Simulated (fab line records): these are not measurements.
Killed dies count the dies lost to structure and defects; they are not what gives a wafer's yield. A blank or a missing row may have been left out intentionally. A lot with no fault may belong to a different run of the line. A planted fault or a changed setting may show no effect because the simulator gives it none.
Code-filled problem report in 8D (eight disciplines) form | flow nand harc | the parts of the form that need people (team, actions taken, sign-off) are left out

== 1. WHAT IS WRONG ==
At NHARC_A_ONON_D1_THK_MEAS_21, thk nm averages 685 nm over 4 wafers from 3 lots, while fault-free wafers read 998 nm, standard deviation 11. Measured from the usual mean, that is -28 standard deviations.
The step: measures by ellipsometry.
The first sign was on wafer L489.3 at day 10 08:06, on film metro-01. The record holds 40 wafers of 14 lots with a number at this step. By rule, "out" or "out of limits" means more than 4 standard deviations away from the usual mean. The other wafers with a number count as sound.

== 2. WHAT IT IS, AND WHAT IT ISN'T ==
question                    | is                             | is not
which readings at this step | thk nm                         | -
which lots                  | L489, L491, L494               | L480, L481, L482, L484, L485, L493, L495, L496, L498, L500, L503
which wafers of those lots  | L489.3, L491.1, L491.3, L494.1 | L489.4, L491.2, L494.4
read on which gauges        | film metro-01, film metro-02   | -
when                        | from day 10 08:06              | up to then (16 sound wafers); but 20 sound wafers of L491, L493, L494, L495, L496, L498, L500, L503 came after

== 3. WHAT RULES OUT EACH SUSPECT ==
Counting: if a tool at a process step up to the reading ran every lot that is out, it stays a suspect. Sound lots after the first of them don't rule it out here, since some wafers of a struck lot are sound.
- the gauge at NHARC_A_ONON_D1_THK_MEAS_21: ruled out. Those wafers that are out were read across 2 gauges (film metro-01, film metro-02).
- pecvd onon-01 at NHARC_A_ONON_D1_DEP_19 (target thk 1000 nm): kept. Ran every lot that is out, first one L489 (day 10 07:43); last sound lot up to then L484 (day 8 23:55).
Left after counting: pecvd onon-01 at NHARC_A_ONON_D1_DEP_19.

== 4. THE CAUSE (what the simulator had put in) ==
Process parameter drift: pecvd onon-01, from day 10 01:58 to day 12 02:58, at NHARC_A_ONON_D1_DEP_19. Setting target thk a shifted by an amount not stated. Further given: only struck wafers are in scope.
This tool alone remained once counting was done.

== 5. SEQUENCE OF EFFECTS, ordered by route ==
Rows list readings where the struck wafers' mean (over those with a number) sits beyond 3 standard deviations from the usual. Scope: only readings with a usual standard deviation given in the record; hours: median across lots of the time from each lot's start at the first step in this table that gives one to its start at this step; sigmas: change in usual standard deviations.
hours | step                        | reading         | usual  | on struck wafers | change | sigmas
0     | NHARC_A_ONON_D1_THK_MEAS_21 | thk nm          | 998 nm | 685              | -313   | -28
267   | NHARC_END_SORT_01           | killed at array | 27     | 673              | +646   | +65
267   | NHARC_END_SORT_01           | killed dies     | 31     | 677              | +646   | +65

== 6. HOW IT WOULD HAVE BEEN CAUGHT EARLIER ==
Counted from the fault's start at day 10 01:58, it took 6 hours until the first out-of-limits reading at a measuring or inspecting step in this record, taken at day 10 08:06.
L491, L494, from the lots that are out (3), started NHARC_A_ONON_D1_DEP_19 on pecvd onon-01 later than day 10 08:06. A hold on the tool at that time would have spared those 2.
